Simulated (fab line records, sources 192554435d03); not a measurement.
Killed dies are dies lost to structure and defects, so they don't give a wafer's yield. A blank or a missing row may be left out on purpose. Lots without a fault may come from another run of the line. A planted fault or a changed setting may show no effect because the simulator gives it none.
A struck lot beside a sound one | flow n5_finfet | 36 steps out of a route of 1938
Sound: wafers L124.2, L124.4, L124.5. Struck: wafer L119.4. (L119.1, L119.3 of the same lot were not struck and are left out.) The cause comes at the end.
At each step with rows: each side's tool, then ch and its chambers, then its first start. Under that, the readings that differ: sound wafers | struck wafers | difference of the means | sigmas: that difference in standard deviations of wafers without a fault.
alike: readings whose means differ by less than 2 such deviations, and words and numbers that are the same on both sides. not compared: withheld readings, readings that some wafer has no value for, bounds like >300 that may hide the same value, and numbers for which the record gives no deviation and whose values overlap.
The two part at a step that has a row with sigmas, a row that says differs or no value, or rows on one side only. Numbers that don't overlap but have no deviation are shown without sigmas and don't part them. A reading that every wafer of one side lacks parts them only if that side has two wafers or more.

first, 11 steps without rows for these wafers: N5_FIN_SAQP_SPACER1_ETCHBACK_25 (etches SiO2 in CHF3/O2, target depth 24.4 nm, time 12.2 s); N5_FIN_SAQP_MANDREL1_REMOVE_56 (chemistry HBr/Cl2/O2, target a-Si, stops on SiNx, bt time 10 s); N5_FIN_SAQP_ETCH_57 (etches SiNx in CH3F/O2, target depth 32.5 nm, time 46.4 s); N5_FIN_SAQP_ETCH_65 (etches SiO2 in CF4, target depth 4 nm, time 4.4 s); N5_FIN_SAQP_MANDREL_ETCH_58 (etches a-Si in HBr/Cl2, stops on SiNx, target depth 45 nm, bt time 10 s, time 27 s); N5_FIN_SAQP_RECESS_63 (chemistry HF/NH3, target SiO2, target depth 18 nm, afs cycles 3, sublimation time 60 s); N5_FIN_SAQP_COAT_68 (time 60 s, resist thk 100 nm); N5_FIN_SAQP_ETCH_69 (etches SOC in N2/H2, stops on SiNx, target depth 150 nm); N5_FIN_SAQP_ETCH_67 (etches SiNx in CH3F/O2, target depth 30 nm); N5_FIN_SAQP_STRIP_70 (strips in N2/H2); N5_FIN_SAQP_RECESS_71 (chemistry HF/NH3, target SiO2, target depth 3 nm, afs cycles 1, sublimation time 60 s).
N5_FIN_SAQP_SPACER2_ALD_28: deposits SiO2, target thk 8.1 nm, pulse time 1 s, purge time 2 s.
  sound on ald_sin-01 ch 0,1,3, day 7 23:40; struck on ald_sin-02 ch 3, day 6 13:21
  reading                                           | sound                | struck | difference | sigmas
  heater_power_w (W)                                | 527 529 528          | 313    | -215       | -5
  precursor_pulse_height_rel                        | 1.037 0.998 1.024    | 0.975  | -0.045     | -2
  susceptor_temp_C (C)                              | 300.21 300.12 300.02 | 282.08 | -18.04     | -95
  model.SiO2_of_FIN_SAQP_SPACER2_ALD_28.thk_nm (nm) | 8 8 8                | 8.6    | +0.6       |
then, 1 step without rows for these wafers: N5_FIN_SAQP_SPACER2_ETCHBACK_29 (etches SiO2 in CHF3/O2, target depth 12.2 nm, time 6.1 s).
N5_FIN_SAQP_MANDREL2_REMOVE_60: chemistry HBr/Cl2/O2, target a-Si, stops on SiNx, bt time 10 s.
  sound on rie_si-02 ch 0,2,3, day 8 00:13; struck on rie_si-01 ch 2, day 6 13:46
  reading                   | sound   | struck | difference | sigmas
  model.FIN_SAQP.cd_nm (nm) | 8 8.2 8 | 8.6    | +0.5       |
  alike: drypump_motor_current_A, mfc_cl2_sccm, oes_o_777_au, oes_product_au, throttle_valve_pct
  not compared: rf_hours_counter_h
then, 4 steps without rows for these wafers: N5_FIN_SAQP_HM_OPEN_33 (chemistry CH3F/O2, target SiNx, target depth 49.4 nm, time 70.6 s); N5_FIN_SAQP_ETCH_34 (etches SiO2 in C4F6/O2, target depth 45 nm, time 15 s); N5_FIN_SAQP_STRIP_77 (strips in N2/H2, time 90 s); N5_FIN_SAQP_ETCH_64 (etches SiO2 in CF4, target depth 1.5 nm).
N5_FIN_SAQP_FIN_ETCH_36: etches the open film in HBr/Cl2/O2, target depth 120 nm, time 50.4 s.
  sound on rie_si-01 ch 1,2, day 8 00:40; struck on rie_si-02 ch 3, day 6 14:13
  reading                   | sound   | struck | difference | sigmas
  model.FIN_SAQP.cd_nm (nm) | 8 8 7.8 | 8.6    | +0.7       |
  alike: drypump_motor_current_A, mfc_cl2_sccm, oes_o_777_au, oes_product_au, throttle_valve_pct
  not compared: rf_hours_counter_h
then, 14 steps without rows for these wafers: N5_FIN_SAQP_PRECLEAN_38 (cleans in O3/DIW, time 45 s); N5_FIN_SAQP_PRECLEAN_45 (cleans in dHF, time 10 s); N5_FIN_SAQP_SRD_39 (time 30 s); N5_FIN_CUT_COAT_18 (time 60 s, resist thk 230 nm); N5_FIN_CUT_COAT_19 (time 60 s, resist thk 20 nm); N5_FIN_CUT_COAT_29 (time 60 s, resist thk 10 nm); N5_FIN_CUT_COAT_02 (resist thk 30 nm); N5_FIN_CUT_EBR_04; N5_FIN_CUT_SOFTBAKE_03 (time 60 s); N5_FIN_CUT_EXPOSE_05 (exposes mask FIN CUT); N5_FIN_CUT_PEB_06 (peb time 60 s); N5_FIN_CUT_DEVELOP_07 (develop time 30 s); N5_FIN_CUT_DESCUM_13 (chemistry O2, time 7 s); N5_FIN_CUT_ETCH_30 (etches underlayer in N2/H2, target depth 13 nm, time 10.4 s).
N5_STI_FIN_REVEAL_CD_MEAS_22: target cd 6.238 nm, pitch 28 nm.
  sound on cd_sem-03, day 8 11:19; struck on cd_sem-03, day 7 00:39
  reading    | sound          | struck | difference | sigmas
  cd_nm (nm) | 6.02 5.89 5.88 | 6.76   | +0.83      | +3
-- the record jumps here: 6 days lie between the struck wafers' starts before and after (it left off in module STI_FIN_REVEAL and takes up again in module BEOL_M4, whose first step shown is number 1111 of the route) --
N5_BEOL_M4_RC_MEAS_101:
  sound on prober-02 ch 0, day 14 10:56; struck on prober-02 ch 0, day 12 18:34
  reading            | sound             | struck | difference | sigmas
  DIBL_N (mV/V)      | 35.8 36.1 34.6    | 38.9   | +3.4       | +3
  DIBL_P (mV/V)      | 33.9 33.6 32.5    | 40.4   | +7.1       | +5
  IOFF_N (nA/um)     | 0.136 0.143 0.121 | 0.213  | +0.080     | +4
  IOFF_N_85C (nA/um) | 2.7 2.8 2.4       | 4.0    | +1.4       | +4
  IOFF_N_LIN (nA/um) | 0.066 0.067 0.059 | 0.094  | +0.030     | +4
  IOFF_P (nA/um)     | 0.171 0.177 0.152 | 0.285  | +0.118     | +4
  ION_N (uA/um)      | 666 672 661       | 695    | +29        | +3
  ION_P (uA/um)      | 457 460 452       | 473    | +17        | +2
  SS_P (mV/dec)      | 72.9 73.5 72.2    | 75.1   | +2.2       | +4
  VT_N (mV)          | 251.7 252.1 253.8 | 245.1  | -7.4       | -3
  VT_N_LVT (mV)      | 100.3 100.2 102.3 | 94.1   | -6.8       | -3
  VT_P (mV)          | -254 -252 -256    | -246   | +8         | +2
  alike: SS_N
-- the record jumps here: 4 days lie between the struck wafers' starts before and after (it left off in module BEOL_M4 and takes up again in module PASSIVATION, whose first step shown is number 1936 of the route) --
N5_PASSIVATION_PROBE_49:
  the record has rows for the struck wafers here (prober-02, day 17 02:01) and none for the sound ones

WHERE THEY PART
First at N5_FIN_SAQP_SPACER2_ALD_28; last, within this record, at N5_PASSIVATION_PROBE_49.

WHY: what the simulator had put in
Process parameter drift: ald_sin-02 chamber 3, from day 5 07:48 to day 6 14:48, at N5_FIN_SAQP_SPACER2_ALD_28. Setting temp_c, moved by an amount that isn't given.
